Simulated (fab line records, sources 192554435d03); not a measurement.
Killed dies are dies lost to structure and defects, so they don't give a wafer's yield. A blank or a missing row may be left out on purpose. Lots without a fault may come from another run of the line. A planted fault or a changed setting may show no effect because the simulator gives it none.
Chamber matching | flow n5_finfet | N5_BEOL_M5_ETCH_67 on rie_diel-02: 4 sister chambers
The step etches SiARC in CF4, target depth 15.6 nm, time 26 s. 8 wafers are shown with their chamber, then 7 later ones without.

WAFERS WITH THEIR CHAMBER
wafer  | chamber | drypump_motor_current_A (A) | showerhead_plenum_p_Torr (Torr)
L077.5 | 3       | 5.9                         | 2.05
L079.5 | 2       | 6.1                         | 2.08
L079.6 | 1       | 5.6                         | 2.04
L085.2 | 0       | 4.8                         | 2.18
L085.3 | 3       | 5.9                         | 2.04
L085.6 | 0       | 4.8                         | 2.18
L088.2 | 1       | 5.5                         | 2.04
L088.4 | 2       | 6.1                         | 2.08

WAFERS WITHOUT THEIR CHAMBER
wafer  | drypump_motor_current_A (A) | showerhead_plenum_p_Torr (Torr)
L088.5 | 5.9                         | 2.04
L093.1 | 6.0                         | 2.08
L093.3 | 5.6                         | 2.04
L093.5 | 4.8                         | 2.18
L096.1 | 4.8                         | 2.17
L096.2 | 5.9                         | 2.03
L096.3 | 6.0                         | 2.07

WHICH CHAMBER EACH WENT THROUGH
wafer  | from the rows above | in truth
L088.5 | 3                   | 3
L093.1 | 2                   | 2
L093.3 | 1                   | 1
L093.5 | 0                   | 0
L096.1 | 0                   | 0
L096.2 | 3                   | 3
L096.3 | 2                   | 2
Placed correctly: 7 of 7. Can't be placed from these rows: 0. Placed wrongly: 0.
How it was worked out, from the rows above alone: a wafer's distance from a chamber is the root of the sum, over the readings, of the square of ((its reading less the chamber's mean) divided by the reading's scatter). The wafer belongs to the nearest chamber; if the next one is less than 2 further off, it can't be placed. A chamber's mean is the mean of its shown wafers. The scatter: the root of (the sum of the squares of (reading less its chamber's mean) over the shown wafers, divided by (wafers less chambers)).
